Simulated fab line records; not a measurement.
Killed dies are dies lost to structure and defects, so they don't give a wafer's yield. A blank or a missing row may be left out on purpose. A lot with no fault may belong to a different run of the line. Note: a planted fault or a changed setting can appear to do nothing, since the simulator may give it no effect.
A lot that was struck, set against a sound lot | flow nandHarc | 15 out of 1302 route steps
Sound: the wafers L874.1, L874.3, L874.4. Struck: wafer L882.4 (L882.2, L882.5, from the same lot, were not struck and are left out); the cause is given at the end.
Order at every step that has rows: each side's tool, ch and its chambers, its first start. Under that, the readings that differ: sound wafers | struck wafers | difference of the means | sigmas: that difference in standard deviations of wafers without a fault.
alike: readings with means less than 2 such deviations apart, plus words and numbers identical on both sides. not compared: withheld readings, readings lacking a value on some wafer, bounds such as >300 that could conceal the same value, and numbers that have no deviation in the record and whose values overlap.
A row with sigmas, a row that says differs or no value, or rows on one side alone: a step with any of these is where the two part. Non-overlapping numbers with no deviation appear without sigmas and do not part them. Lack of a reading on every wafer of one side parts them only where that side has two or more wafers.

first, 7 steps without rows for these wafers: NHARC_P_CONTACT_COAT_34 (time 65 s); NHARC_P_CONTACT_COAT_06 (resist thk 90 nm); NHARC_P_CONTACT_SOFTBAKE_07 (time 55 s); NHARC_P_CONTACT_EBR_08; NHARC_P_CONTACT_EXPOSE_09 (exposes mask P CA, target cd 90 nm); NHARC_P_CONTACT_PEB_10 (peb time 65 s); NHARC_P_CONTACT_DEVELOP_11 (develop time 35 s).
NHARC_P_CONTACT_CD_MEAS_12: target cd 90 nm.
  sound on cdSem-01 ch 0, day 9 02:47; struck on cdSem-01 ch 0, day 12 14:40
  alike: cdNm
NHARC_P_CONTACT_OVL_MEAS_13:
  struck on overlay-02, day 12 14:46; sound on overlay-01, day 9 02:53
  alike: overlayXNm, overlayYNm
NHARC_P_CONTACT_INSPECT_14:
  struck on defectInspect-02, day 12 14:48; sound on defectInspect-02, day 9 02:55
  alike: rawDefectCount
NHARC_P_CONTACT_DESCUM_17: chemistry O2, time 3 s.
  sound on rieDiel-06 ch 1,2,3, day 9 02:58; struck on rieDiel-06 ch 2, day 12 14:52
reading             | sound       | struck | difference | sigmas
rfHoursCounterH (h) | 2.0 0.2 1.9 | 4.9    | +3.5       | 
  alike: drypumpMotorCurrentA, oesProductAu, rfVppV, showerheadPlenumPTorr, throttleValvePct
NHARC_P_CONTACT_ETCH_35: etches the open film in CF4, target depth 39 nm, time 65 s.
  sound on rieDiel-06 ch 0,1,2, day 9 03:04; struck on rieDiel-06 ch 1, day 12 14:57
reading             | sound       | struck | difference | sigmas
rfHoursCounterH (h) | 2.0 1.9 2.0 | 4.5    | +2.5       | 
  alike: drypumpMotorCurrentA, oesProductAu, rfVppV, showerheadPlenumPTorr, throttleValvePct
NHARC_P_CONTACT_ETCH_36: etches the open film in N2/H2, target depth 260 nm, time 406.25 s.
  sound on rieDiel-06 ch 0,2,3, day 9 03:11; struck on rieDiel-06 ch 0, day 12 15:04
reading             | sound             | struck | difference | sigmas
oesProductAu (a.u.) | 0.993 1.019 1.001 | 0.855  | -0.149     | -12
rfHoursCounterH (h) | 2.1 0.3 2.0       | 4.4    | +2.9       | 
  alike: drypumpMotorCurrentA, n2FlowSccm, rfVppV, showerheadPlenumPTorr, throttleValvePct
NHARC_P_CONTACT_ETCH_18: etches the open film in C4F8/O2/Ar, target depth 481 nm, time 240.5 s.
  sound on rieDiel-06 ch 0,1,2; struck on rieDiel-06 ch 0
reading             | sound       | struck | difference | sigmas
rfHoursCounterH (h) | 2.2 2.2 2.3 | 4.5    | +2.3       | 
  alike: oesProductAu, rfVppV
-- the record jumps here: 18 days lie between the struck wafers' starts before and after (it left off in module P_CONTACT and takes up again in module END, whose first step shown is number 1302 of the route) --
NHARC_END_SORT_01:
  only the struck wafers appear in the record here, on prober-01 ch 0 at day 30 21:44; the sound ones have no rows

== WHERE THEY PART ==
First at NHARC_P_CONTACT_ETCH_36; last, within this record, at NHARC_END_SORT_01.

WHY: what the simulator had put in
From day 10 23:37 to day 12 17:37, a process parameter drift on rieDiel-06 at NHARC_P_CONTACT_ETCH_36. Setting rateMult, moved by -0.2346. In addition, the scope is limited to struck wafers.
